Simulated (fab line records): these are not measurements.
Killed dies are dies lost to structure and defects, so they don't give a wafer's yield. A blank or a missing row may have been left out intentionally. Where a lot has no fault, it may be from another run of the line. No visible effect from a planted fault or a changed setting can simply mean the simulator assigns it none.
fab line records + flow n5_finfet + part 1 of 2: steps 1 to 3 of 6
record
- lots=21
- wafers=63
- last_day=18
route steps=1938 shown BEOL_M10@1506 BEOL_M11@1540
lots with no fault: from the same line, run without faults
start_h: start of the lot's first displayed wafer, in hours after the record's first day + wait_h: hours from the lot's prior step to this one + " same as the row above + L1.1+2: several wafers, shown together as one row + - either no value or no given start + * or withheld: withheld + < > ~ a bound
route shown NAME@n: a module of which the file shows steps, and the number in the route of the first + usual: mean/standard deviation of fault-free wafers + same: alike in all rows + chamber/n: place in a boat + sites: readings site by site + _std_site: standard deviation across them + _edge_site: mean of outer sites minus mean of inner sites + radius_mm: how far each site lies from the wafer's centre + mask NAME#n: copy n + behind: tool/chamber where the wafer was last shaped + hold: why the lot was held/for how many hours/how that ended + device: which transistor (n, p or np) failed to switch + end of line: the tests these same wafers got at the end of their route + where a step has no rows: the recipe by itself + killed: dies that structure and defects cost at the first sort, which is not the same as the wafer's yield + map: the dies of a wafer, with x for killed, . for not killed, _ for no die there
set.NAME: the setting that was run; set.NAME@STEP: the one run at that earlier step + model.NAME: the simulator's own value behind a step, which no gauge read
one table for each step of the route and one row for each wafer, over a sample of lots
services: the hour from which a tool's chamber was out of use, counted from the record's first day as start_h (under 0 if before that day), plus the number of hours and why
## steps
# step N5_BEOL_M10_ETCH_65
# recipe
- chemistry=CF4
- target=SiARC
- target_depth_a=390
- mask_material=CAR-ArF
- time_s=65
- ion_energy_ev=80
- pressure_mtorr=40
- source_w=545
- bias_w=36
- Ar_flow_sccm=100
- cf4_flow_sccm=100
- ends=cleared
# usual
- bias_w=35.99/0.11
- drypump_motor_current_A=5.6/0.47
- etch_rf_on_time_s=65.3/2.2
- mfc_ar_sccm=100.04/0.29
- oes_product_au=0.67/0.073
- rf_vpp_V=184.2/1.3
- showerhead_plenum_p_Torr=2.15/0.081
- throttle_valve_pct=15.49/0.27
| lot.wafer | tool        | chamber | start_h | wait_h | bias_w | drypump_motor_current_A | etch_rf_on_time_s | mfc_ar_sccm | oes_product_au | rf_hours_counter_h | rf_vpp_V | showerhead_plenum_p_Torr | throttle_valve_pct |
|-----------|-------------|---------|---------|--------|--------|-------------------------|-------------------|-------------|----------------|--------------------|----------|--------------------------|--------------------|
| L076.2    | rie_diel-01 | 1       | 224.30  | 0.0    | 35.76  | 5.9                     | 65.7              | 100.24      | 0.59           | 198                | 185.6    | 2.20                     | 15.74              |
| L076.3    | "           | 3       | "       | "      | 35.88  | 5.7                     | 68.3              | 100.10      | 0.74           | 22                 | 183.7    | 2.10                     | 15.21              |
| L076.4    | "           | 2       | "       | "      | 36.10  | 5.5                     | 62.5              | 100.32      | 0.79           | 32                 | 184.7    | 2.28                     | 15.24              |
| L074.4    | rie_diel-05 | 1       | 227.49  | 0.0    | 36.14  | 5.4                     | 69.0              | 99.78       | 0.60           | -                  | 182.8    | 2.10                     | 15.68              |
| L074.5    | "           | 2       | "       | "      | 35.95  | 6.2                     | 64.0              | 100.32      | 0.60           | -                  | 182.1    | 2.05                     | 15.95              |
| L074.6    | "           | 1       | "       | "      | 36.03  | 5.4                     | 68.4              | 99.65       | 0.60           | -                  | 183.9    | 2.10                     | 15.70              |
| L075.3    | rie_diel-01 | 2       | 227.49  | 0.0    | 35.73  | 5.5                     | 62.3              | 100.12      | 0.78           | 33                 | 187.2    | 2.28                     | 15.25              |
| L075.4    | "           | 1       | "       | "      | 35.99  | 5.9                     | 65.5              | 100.26      | 0.60           | 198                | 185.8    | 2.20                     | 15.75              |
| L075.5    | "           | 0       | "       | "      | 36.04  | 6.0                     | 66.5              | 100.12      | 0.58           | -                  | 184.9    | 2.18                     | 15.68              |
| L077.3    | rie_diel-01 | 3       | 239.17  | 0.0    | 35.91  | 5.7                     | 67.9              | 100.42      | 0.72           | 28                 | 184.7    | 2.09                     | 15.24              |
| L077.4    | "           | 3       | "       | "      | 36.02  | 5.7                     | 69.1              | 100.25      | 0.73           | -                  | 183.0    | 2.09                     | 15.23              |
| L077.5    | "           | 1       | "       | "      | 36.02  | 5.9                     | 65.9              | 100.09      | 0.59           | -                  | 184.9    | 2.20                     | 15.75              |
| L080.1    | rie_diel-03 | 2       | 250.34  | 0.0    | 35.79  | 4.7                     | 64.0              | 99.93       | 0.81           | 17                 | 183.9    | 2.10                     | 15.19              |
| L080.2    | "           | 3       | "       | "      | 35.80  | 6.4                     | 63.2              | 100.24      | 0.63           | 157                | 182.6    | 2.05                     | 15.88              |
| L080.5    | "           | 0       | "       | "      | 35.87  | 5.2                     | 67.2              | 99.69       | 0.72           | -                  | 184.9    | 2.29                     | 15.37              |
| L079.1    | rie_diel-01 | 2       | 252.08  | 0.0    | 35.77  | 5.5                     | 62.4              | 99.95       | 0.76           | 40                 | 185.7    | 2.27                     | 15.27              |
| L079.3    | "           | 0       | "       | "      | 36.01  | 6.0                     | 66.0              | 100.07      | 0.58           | 238                | 185.0    | 2.18                     | 15.70              |
| L079.4    | "           | 3       | "       | "      | 35.66  | 5.7                     | 68.6              | 99.86       | 0.71           | 33                 | 183.2    | 2.09                     | 15.24              |
| L081.2    | rie_diel-01 | 2       | 257.40  | 0.0    | 35.98  | 5.6                     | 62.1              | 99.84       | 0.77           | 42                 | 186.2    | 2.27                     | 15.26              |
| L081.3    | "           | 3       | "       | "      | 35.93  | 5.7                     | 67.5              | 99.76       | 0.72           | 35                 | 184.0    | 2.09                     | 15.26              |
| L081.6    | "           | 0       | "       | "      | 36.16  | 6.0                     | 65.8              | 100.42      | 0.57           | -                  | 183.8    | 2.18                     | 15.71              |
| L084.3    | rie_diel-01 | 0       | 277.01  | 0.0    | 35.97  | 6.0                     | 68.8              | 100.01      | 0.56           | 246                | 185.5    | 2.18                     | 15.74              |
| L084.4    | "           | 2       | "       | "      | 36.00  | 5.6                     | 63.6              | 100.28      | 0.75           | 48                 | 187.1    | 2.27                     | 15.28              |
| L084.6    | "           | 1       | "       | "      | 36.22  | 5.9                     | 66.4              | 99.96       | 0.58           | -                  | 185.8    | 2.19                     | 15.78              |
| L083.3    | rie_diel-01 | 3       | 278.51  | 0.0    | 36.17  | 5.7                     | 69.5              | 99.43       | 0.71           | 42                 | 183.3    | 2.09                     | 15.25              |
| L083.5    | "           | 1       | "       | "      | 36.04  | 5.9                     | 66.1              | 99.74       | 0.59           | -                  | 184.5    | 2.19                     | 15.78              |
| L083.6    | "           | 2       | "       | "      | 36.05  | 5.5                     | 62.3              | 99.85       | 0.75           | -                  | 185.0    | 2.27                     | 15.27              |
| L082.1    | rie_diel-03 | 0       | 278.68  | 0.0    | 36.13  | 5.2                     | 67.9              | 100.05      | 0.71           | 46                 | 186.4    | 2.28                     | 15.42              |
| L082.4    | "           | 2       | "       | "      | 35.92  | 4.7                     | 64.8              | 100.47      | 0.77           | 25                 | 183.3    | 2.09                     | 15.20              |
| L082.5    | "           | 2       | "       | "      | 35.86  | 4.7                     | 64.6              | 100.17      | 0.78           | -                  | 183.1    | 2.09                     | 15.21              |
| L085.1    | rie_diel-03 | 3       | 287.72  | 0.0    | 35.94  | 6.4                     | 63.6              | 99.50       | 0.63           | 169                | 183.3    | 2.05                     | 15.91              |
| L085.3    | "           | 1       | "       | "      | 36.01  | 5.4                     | 62.0              | 99.73       | 0.72           | 62                 | 184.0    | 2.08                     | 15.18              |
| L085.5    | "           | 1       | "       | "      | 36.01  | 5.4                     | 61.9              | 100.12      | 0.71           | -                  | 181.9    | 2.08                     | 15.17              |
| L086.1    | rie_diel-03 | 3       | 306.21  | 0.0    | 36.26  | 6.5                     | 63.5              | 100.07      | 0.62           | 174                | 183.6    | 2.05                     | 15.91              |
| L086.2    | "           | 1       | "       | "      | 35.93  | 5.4                     | 62.5              | 100.18      | 0.71           | 68                 | 185.3    | 2.08                     | 15.18              |
| L086.6    | "           | 1       | "       | "      | 36.05  | 5.4                     | 62.8              | 100.15      | 0.71           | -                  | 182.4    | 2.08                     | 15.17              |
| L087.1    | rie_diel-01 | 1       | 318.17  | 0.0    | 35.94  | 5.9                     | 66.1              | 100.15      | 0.57           | 231                | 184.0    | 2.19                     | 15.81              |
| L087.5    | "           | 2       | "       | "      | 36.01  | 5.5                     | 63.2              | 100.31      | 0.73           | -                  | 186.6    | 2.27                     | 15.31              |
| L087.6    | "           | 3       | "       | "      | 35.86  | 5.7                     | 68.3              | 100.71      | 0.69           | -                  | 182.5    | 2.09                     | 15.29              |
| L088.1    | rie_diel-03 | 2       | 336.65  | 0.0    | 35.93  | 4.7                     | 65.0              | 99.81       | 0.74           | 44                 | 184.2    | 2.09                     | 15.25              |
| L088.2    | "           | 3       | "       | "      | 36.11  | 6.4                     | 63.9              | 100.30      | 0.61           | 184                | 183.7    | 2.05                     | 15.94              |
| L088.5    | "           | 2       | "       | "      | 35.98  | 4.7                     | 65.0              | 100.10      | 0.74           | -                  | 183.4    | 2.09                     | 15.26              |
| L093.1    | rie_diel-05 | 1       | 344.48  | 0.0    | 36.04  | 5.4                     | 68.8              | 100.42      | 0.57           | 241                | 185.8    | 2.08                     | 15.79              |
| L093.2    | "           | 0       | "       | "      | 36.07  | 5.2                     | 68.8              | 99.66       | 0.56           | 238                | 183.7    | 2.11                     | 15.60              |
| L093.6    | "           | 2       | "       | "      | 35.96  | 6.2                     | 64.0              | 99.91       | 0.58           | -                  | 184.3    | 2.04                     | 15.99              |
| L090.1    | rie_diel-01 | 3       | 344.71  | 0.0    | 36.13  | 5.7                     | 67.6              | 99.99       | 0.68           | 67                 | 184.0    | 2.08                     | 15.32              |
| L090.4    | "           | 3       | "       | "      | 36.10  | 5.7                     | 67.8              | 100.10      | 0.68           | -                  | 182.4    | 2.08                     | 15.32              |
| L090.5    | "           | 0       | "       | "      | 36.07  | 6.0                     | 63.3              | 100.01      | 0.80           | -                  | 184.2    | 2.17                     | 15.27              |
| L091.2    | rie_diel-03 | 2       | 344.90  | 0.0    | 35.93  | 4.7                     | 65.4              | 100.01      | 0.74           | 48                 | 184.1    | 2.09                     | 15.27              |
| L091.3    | "           | 0       | "       | "      | 35.81  | 5.2                     | 67.7              | 99.78       | 0.68           | 68                 | 185.5    | 2.28                     | 15.46              |
| L091.5    | "           | 2       | "       | "      | 36.01  | 4.7                     | 65.6              | 99.90       | 0.75           | -                  | 183.9    | 2.09                     | 15.27              |
| L092.1    | rie_diel-01 | 2       | 345.27  | 0.0    | 36.00  | 5.5                     | 63.2              | 100.43      | 0.73           | 71                 | 185.0    | 2.26                     | 15.31              |
| L092.4    | "           | 0       | "       | "      | 36.12  | 6.0                     | 63.8              | 100.25      | 0.79           | -                  | 184.2    | 2.17                     | 15.27              |
| L092.6    | "           | 3       | "       | "      | 36.16  | 5.7                     | 68.0              | 99.70       | 0.69           | -                  | 182.0    | 2.08                     | 15.30              |
| L094.3    | rie_diel-01 | 1       | 354.41  | 0.0    | 35.87  | 5.9                     | 65.9              | 100.61      | 0.58           | 236                | 183.8    | 2.18                     | 15.83              |
| L094.4    | "           | 0       | "       | "      | 36.08  | 6.0                     | 63.5              | 99.96       | 0.78           | 20                 | 185.1    | 2.17                     | 15.29              |
| L094.6    | "           | 2       | "       | "      | 35.84  | 5.5                     | 62.5              | 99.71       | 0.72           | -                  | 185.2    | 2.26                     | 15.34              |
| L095.1    | rie_diel-03 | 2       | 354.61  | 0.0    | 36.19  | 4.7                     | 65.2              | 99.47       | 0.74           | 52                 | 184.5    | 2.08                     | 15.27              |
| L095.5    | "           | 2       | "       | "      | 35.97  | 4.7                     | 66.1              | 99.98       | 0.73           | -                  | 184.1    | 2.08                     | 15.26              |
| L095.6    | "           | 3       | "       | "      | 36.09  | 6.5                     | 64.4              | 99.68       | 0.61           | -                  | 183.7    | 2.04                     | 15.94              |
| L097.3    | rie_diel-03 | 3       | 372.51  | 0.0    | 35.88  | 6.4                     | 63.9              | 100.22      | 0.61           | 199                | 182.2    | 2.04                     | 15.97              |
| L097.4    | "           | 1       | "       | "      | 35.69  | 5.4                     | 62.9              | 100.15      | 0.68           | -                  | 184.0    | 2.07                     | 15.24              |
| L097.6    | "           | 3       | "       | "      | 35.89  | 6.5                     | 64.0              | 100.44      | 0.60           | -                  | 183.9    | 2.04                     | 15.95              |
# step N5_BEOL_M10_TRENCH_ETCH_37
# recipe
- chemistry=C4F6/O2
- target_depth_a=1488.3
- target=SiCOH_lowk
- time_s=48
- ion_energy_ev=250
- pressure_mtorr=30
- source_w=345
- bias_w=185
- Ar_flow_sccm=300
- C4F6_flow_sccm=10
- O2_flow_sccm=10
# usual
- bias_w=185.0/0.58
- drypump_motor_current_A=5.6/0.47
- mfc_ar_sccm=300.0/0.86
- oes_product_au=0.79/0.086
- rf_vpp_V=665/13
- showerhead_plenum_p_Torr=2.85/0.11
- throttle_valve_pct=20.79/0.25
| lot.wafer | tool        | chamber | start_h | wait_h | bias_w | drypump_motor_current_A | mfc_ar_sccm | oes_product_au | rf_hours_counter_h | rf_vpp_V | showerhead_plenum_p_Torr | throttle_valve_pct |
|-----------|-------------|---------|---------|--------|--------|-------------------------|-------------|----------------|--------------------|----------|--------------------------|--------------------|
| L076.2    | rie_diel-01 | 1       | -       | -      | 183.6  | 5.9                     | 299.6       | 0.69           | 198                | 686      | 2.91                     | 20.93              |
| L076.3    | "           | 3       | "       | "      | 185.6  | 5.7                     | 299.6       | 0.87           | 22                 | 675      | 2.78                     | 20.49              |
| L076.4    | "           | 2       | "       | "      | 184.9  | 5.6                     | 299.2       | 0.88           | 32                 | 660      | 3.02                     | 20.54              |
| L075.3    | rie_diel-01 | 2       | -       | -      | 186.3  | 5.5                     | 300.0       | 0.90           | 33                 | 660      | 3.02                     | 20.54              |
| L075.4    | "           | 1       | "       | "      | 184.6  | 5.9                     | 299.7       | 0.70           | 199                | 686      | 2.91                     | 20.94              |
| L075.5    | "           | 0       | "       | "      | 184.5  | 5.9                     | 299.1       | 0.68           | -                  | 680      | 2.91                     | 20.90              |
| L074.4    | rie_diel-05 | 1       | -       | -      | 185.2  | 5.4                     | 300.0       | 0.70           | -                  | 649      | 2.80                     | 20.97              |
| L074.5    | "           | 2       | "       | "      | 185.2  | 6.2                     | 298.1       | 0.69           | -                  | 638      | 2.72                     | 21.28              |
| L074.6    | "           | 1       | "       | "      | 185.7  | 5.4                     | 299.4       | 0.70           | -                  | 648      | 2.80                     | 20.99              |
| L077.3    | rie_diel-01 | 3       | -       | -      | 186.0  | 5.7                     | 299.8       | 0.86           | 28                 | 675      | 2.78                     | 20.50              |
| L077.4    | "           | 3       | "       | "      | 185.5  | 5.7                     | 300.8       | 0.86           | -                  | 673      | 2.78                     | 20.50              |
| L077.5    | "           | 1       | "       | "      | 185.2  | 5.9                     | 299.8       | 0.70           | -                  | 685      | 2.91                     | 20.95              |
| L080.1    | rie_diel-03 | 2       | -       | -      | 186.0  | 4.7                     | 301.3       | 0.93           | 17                 | 654      | 2.78                     | 20.52              |
| L080.2    | "           | 3       | "       | "      | 185.2  | 6.4                     | 300.8       | 0.74           | 157                | 656      | 2.72                     | 21.15              |
| L080.5    | "           | 0       | "       | "      | 184.6  | 5.2                     | 300.1       | 0.84           | -                  | 670      | 3.06                     | 20.95              |
| L079.1    | rie_diel-01 | 2       | -       | -      | 186.6  | 5.6                     | 298.1       | 0.89           | 40                 | 660      | 3.01                     | 20.55              |
| L079.3    | "           | 0       | "       | "      | 184.7  | 6.0                     | 300.2       | 0.67           | 238                | 681      | 2.90                     | 20.91              |
| L079.4    | "           | 3       | "       | "      | 185.3  | 5.7                     | 300.4       | 0.85           | 33                 | 675      | 2.78                     | 20.50              |
| L081.2    | rie_diel-01 | 2       | -       | -      | 185.4  | 5.5                     | 300.4       | 0.88           | 42                 | 660      | 3.01                     | 20.55              |
| L081.3    | "           | 3       | "       | "      | 185.5  | 5.7                     | 299.9       | 0.84           | 35                 | 674      | 2.78                     | 20.50              |
| L081.6    | "           | 0       | "       | "      | 185.1  | 6.0                     | 300.1       | 0.67           | -                  | 682      | 2.90                     | 20.93              |
| L084.3    | rie_diel-01 | 0       | -       | -      | 184.6  | 6.0                     | 299.7       | 0.67           | 246                | 679      | 2.90                     | 20.93              |
| L084.4    | "           | 2       | "       | "      | 185.6  | 5.5                     | 300.2       | 0.87           | 48                 | 660      | 3.01                     | 20.56              |
| L084.6    | "           | 1       | "       | "      | 184.6  | 5.9                     | 299.4       | 0.68           | -                  | 686      | 2.91                     | 20.98              |
| L083.3    | rie_diel-01 | 3       | -       | -      | 184.9  | 5.7                     | 300.4       | 0.83           | 42                 | 673      | 2.77                     | 20.52              |
| L083.5    | "           | 1       | "       | "      | 185.9  | 5.9                     | 299.7       | 0.68           | -                  | 685      | 2.90                     | 20.97              |
| L083.6    | "           | 2       | "       | "      | 184.4  | 5.5                     | 300.4       | 0.86           | -                  | 659      | 3.01                     | 20.55              |
| L082.1    | rie_diel-03 | 0       | -       | -      | 184.8  | 5.2                     | 299.9       | 0.83           | 46                 | 670      | 3.06                     | 20.96              |
| L082.4    | "           | 2       | "       | "      | 185.4  | 4.7                     | 300.1       | 0.91           | 25                 | 654      | 2.78                     | 20.53              |
| L082.5    | "           | 2       | "       | "      | 185.6  | 4.7                     | 299.0       | 0.91           | -                  | 653      | 2.78                     | 20.53              |
| L085.1    | rie_diel-03 | 3       | -       | -      | 184.3  | 6.4                     | 299.2       | 0.73           | 169                | 654      | 2.71                     | 21.17              |
| L085.3    | "           | 1       | "       | "      | 185.7  | 5.4                     | 299.0       | 0.83           | 63                 | 657      | 2.78                     | 20.55              |
| L085.5    | "           | 1       | "       | "      | 186.3  | 5.4                     | 298.1       | 0.83           | -                  | 657      | 2.78                     | 20.57              |
| L086.1    | rie_diel-03 | 3       | -       | -      | 186.1  | 6.4                     | 300.0       | 0.72           | 174                | 655      | 2.71                     | 21.18              |
| L086.2    | "           | 1       | "       | "      | 185.7  | 5.4                     | 300.0       | 0.84           | 68                 | 657      | 2.78                     | 20.57              |
| L086.6    | "           | 1       | "       | "      | 184.7  | 5.4                     | 300.9       | 0.83           | -                  | 657      | 2.78                     | 20.57              |
| L087.1    | rie_diel-01 | 1       | -       | -      | 184.8  | 5.9                     | 300.8       | 0.66           | 231                | 684      | 2.90                     | 20.97              |
| L087.5    | "           | 2       | "       | "      | 185.0  | 5.6                     | 298.5       | 0.85           | -                  | 659      | 3.00                     | 20.59              |
| L087.6    | "           | 3       | "       | "      | 185.1  | 5.7                     | 300.6       | 0.81           | -                  | 674      | 2.77                     | 20.54              |
| L088.1    | rie_diel-03 | 2       | -       | -      | 184.6  | 4.7                     | 298.7       | 0.86           | 45                 | 654      | 2.77                     | 20.56              |
| L088.2    | "           | 3       | "       | "      | 185.3  | 6.4                     | 301.5       | 0.72           | 184                | 655      | 2.71                     | 21.20              |
| L088.5    | "           | 2       | "       | "      | 185.4  | 4.7                     | 300.0       | 0.86           | -                  | 652      | 2.77                     | 20.54              |
| L093.1    | rie_diel-05 | 1       | -       | -      | 185.1  | 5.4                     | 299.7       | 0.67           | 241                | 649      | 2.78                     | 21.03              |
| L093.2    | "           | 0       | "       | "      | 184.6  | 5.2                     | 299.8       | 0.66           | 238                | 642      | 2.81                     | 20.78              |
| L093.6    | "           | 2       | "       | "      | 185.1  | 6.2                     | 299.7       | 0.67           | -                  | 638      | 2.71                     | 21.35              |
| L090.1    | rie_diel-01 | 3       | -       | -      | 185.6  | 5.8                     | 298.1       | 0.81           | 67                 | 674      | 2.76                     | 20.56              |
| L090.4    | "           | 3       | "       | "      | 185.9  | 5.7                     | 298.4       | 0.81           | -                  | 674      | 2.76                     | 20.55              |
| L090.5    | "           | 0       | "       | "      | 185.0  | 6.0                     | 298.3       | 0.93           | -                  | 679      | 2.89                     | 20.64              |
| L091.2    | rie_diel-03 | 2       | -       | -      | 184.6  | 4.7                     | 300.5       | 0.86           | 48                 | 654      | 2.77                     | 20.56              |
| L091.3    | "           | 0       | "       | "      | 184.8  | 5.3                     | 298.7       | 0.81           | 68                 | 670      | 3.05                     | 20.97              |
| L091.5    | "           | 2       | "       | "      | 184.8  | 4.7                     | 300.1       | 0.86           | -                  | 652      | 2.77                     | 20.56              |
| L092.1    | rie_diel-01 | 2       | -       | -      | 185.3  | 5.5                     | 300.9       | 0.85           | 71                 | 659      | 3.00                     | 20.59              |
| L092.4    | "           | 0       | "       | "      | 185.5  | 6.0                     | 300.5       | 0.94           | -                  | 677      | 2.89                     | 20.64              |
| L092.6    | "           | 3       | "       | "      | 185.4  | 5.8                     | 300.8       | 0.81           | -                  | 674      | 2.76                     | 20.56              |
| L094.3    | rie_diel-01 | 1       | -       | -      | 185.4  | 5.9                     | 300.6       | 0.67           | 237                | 684      | 2.90                     | 20.98              |
| L094.4    | "           | 0       | "       | "      | 184.4  | 6.0                     | 300.1       | 0.92           | 20                 | 680      | 2.89                     | 20.66              |
| L094.6    | "           | 2       | "       | "      | 185.3  | 5.5                     | 299.3       | 0.84           | -                  | 660      | 3.00                     | 20.61              |
| L095.1    | rie_diel-03 | 2       | -       | -      | 185.2  | 4.7                     | 298.9       | 0.86           | 52                 | 653      | 2.77                     | 20.55              |
| L095.5    | "           | 2       | "       | "      | 185.0  | 4.7                     | 299.1       | 0.86           | -                  | 653      | 2.77                     | 20.56              |
| L095.6    | "           | 3       | "       | "      | 184.4  | 6.5                     | 301.0       | 0.71           | -                  | 654      | 2.70                     | 21.20              |
| L097.3    | rie_diel-03 | 3       | -       | -      | 184.1  | 6.5                     | 298.6       | 0.70           | 199                | 655      | 2.70                     | 21.21              |
| L097.4    | "           | 1       | "       | "      | 185.3  | 5.4                     | 299.5       | 0.80           | -                  | 657      | 2.77                     | 20.60              |
| L097.6    | "           | 3       | "       | "      | 184.0  | 6.4                     | 300.0       | 0.70           | -                  | 654      | 2.70                     | 21.22              |
# step N5_BEOL_M11_HM_DEP_02
# recipe
- material=TiN
- target_thk_a=200
- temp_c=25
- chamber_pressure_pa=0.49996
# usual
- substrate_temp_c=25.00/0.1
- throttle_valve_pct=30.0/0.81
| lot.wafer | tool           | chamber | start_h | wait_h | substrate_temp_c | throttle_valve_pct |
|-----------|----------------|---------|---------|--------|------------------|--------------------|
| L076.2    | pvd_sputter-03 | -       | 228.50  | 0.3    | 24.95            | 30.1               |
| L076.3    | "              | -       | "       | "      | 25.01            | 29.5               |
| L076.4    | "              | -       | "       | "      | 25.00            | 31.9               |
| L075.3    | pvd_sputter-01 | -       | 231.81  | 0.7    | 24.98            | 28.8               |
| L075.4    | "              | -       | "       | "      | 24.82            | 28.7               |
| L075.5    | "              | -       | "       | "      | 25.00            | 28.8               |
| L074.4    | pvd_sputter-01 | -       | 231.91  | 0.7    | 25.03            | 30.1               |
| L074.5    | "              | -       | "       | "      | 25.09            | 28.8               |
| L074.6    | "              | -       | "       | "      | 25.06            | 28.7               |
| L077.3    | pvd_sputter-01 | -       | 243.90  | 0.4    | 24.97            | 28.8               |
| L077.4    | "              | -       | "       | "      | 25.06            | 29.9               |
| L077.5    | "              | -       | "       | "      | 25.04            | 30.0               |
| L080.1    | pvd_sputter-03 | -       | 255.41  | 1.5    | 24.96            | 31.6               |
| L080.2    | "              | -       | "       | "      | 25.19            | 29.2               |
| L080.5    | "              | -       | "       | "      | 24.93            | 30.1               |
| L079.1    | pvd_sputter-03 | -       | 256.99  | 0.4    | 25.04            | 31.9               |
| L079.3    | "              | -       | "       | "      | 25.14            | 30.6               |
| L079.4    | "              | -       | "       | "      | 24.89            | 29.1               |
| L081.2    | pvd_sputter-03 | -       | 263.41  | 1.6    | 25.02            | 31.6               |
| L081.3    | "              | -       | "       | "      | 25.26            | 29.3               |
| L081.6    | "              | -       | "       | "      | 25.12            | 30.2               |
| L084.3    | pvd_sputter-01 | -       | 285.15  | 0.8    | 24.95            | 30.0               |
| L084.4    | "              | -       | "       | "      | 25.14            | 28.5               |
| L084.6    | "              | -       | "       | "      | 25.08            | 28.7               |
| L083.3    | pvd_sputter-03 | -       | 285.78  | 0.0    | 25.05            | 29.1               |
| L083.5    | "              | -       | "       | "      | 24.78            | 30.8               |
| L083.6    | "              | -       | "       | "      | 24.78            | 29.8               |
| L082.1    | pvd_sputter-02 | -       | 286.29  | 0.0    | 24.86            | 30.6               |
| L082.4    | "              | -       | "       | "      | 24.98            | 30.0               |
| L082.5    | "              | -       | "       | "      | 24.91            | 29.8               |
| L085.1    | pvd_sputter-01 | -       | 294.24  | 0.0    | 25.06            | 28.9               |
| L085.3    | "              | -       | "       | "      | 24.95            | 28.3               |
| L085.5    | "              | -       | "       | "      | 25.11            | 29.7               |
| L086.1    | pvd_sputter-01 | -       | 313.96  | 1.0    | 25.08            | 29.9               |
| L086.2    | "              | -       | "       | "      | 25.06            | 28.8               |
| L086.6    | "              | -       | "       | "      | 24.93            | 28.6               |
| L087.1    | pvd_sputter-02 | -       | 322.12  | 0.3    | 25.02            | 29.8               |
| L087.5    | "              | -       | "       | "      | 24.94            | 29.7               |
| L087.6    | "              | -       | "       | "      | 25.15            | 30.0               |
| L088.1    | pvd_sputter-02 | -       | 341.02  | 0.7    | 24.88            | 30.3               |
| L088.2    | "              | -       | "       | "      | 24.81            | 30.0               |
| L088.5    | "              | -       | "       | "      | 24.89            | 30.0               |
| L090.1    | pvd_sputter-03 | -       | 348.80  | 0.8    | 25.07            | 30.1               |
| L090.4    | "              | -       | "       | "      | 25.14            | 31.1               |
| L090.5    | "              | -       | "       | "      | 25.26            | 31.1               |
| L093.1    | pvd_sputter-02 | -       | 348.85  | 0.8    | 25.13            | 29.5               |
| L093.2    | "              | -       | "       | "      | 24.97            | 30.0               |
| L093.6    | "              | -       | "       | "      | 24.89            | 30.0               |
| L091.2    | pvd_sputter-03 | -       | 350.68  | 1.3    | 24.99            | 31.8               |
| L091.3    | "              | -       | "       | "      | 24.75            | 28.7               |
| L091.5    | "              | -       | "       | "      | 25.02            | 30.1               |
| L092.1    | pvd_sputter-02 | -       | 351.77  | 1.6    | 25.08            | 30.3               |
| L092.4    | "              | -       | "       | "      | 24.83            | 30.1               |
| L092.6    | "              | -       | "       | "      | 24.93            | 30.0               |
| L094.3    | pvd_sputter-02 | -       | 359.85  | 0.8    | 24.87            | 29.8               |
| L094.4    | "              | -       | "       | "      | 25.28            | 30.5               |
| L094.6    | "              | -       | "       | "      | 25.02            | 30.0               |
| L095.1    | pvd_sputter-02 | -       | 362.31  | 2.8    | 25.01            | 30.5               |
| L095.5    | "              | -       | "       | "      | 25.01            | 29.8               |
| L095.6    | "              | -       | "       | "      | 25.05            | 30.2               |
| L097.3    | pvd_sputter-02 | -       | 379.29  | 2.6    | 25.03            | 29.9               |
| L097.4    | "              | -       | "       | "      | 24.82            | 29.9               |
| L097.6    | "              | -       | "       | "      | 24.97            | 29.5               |
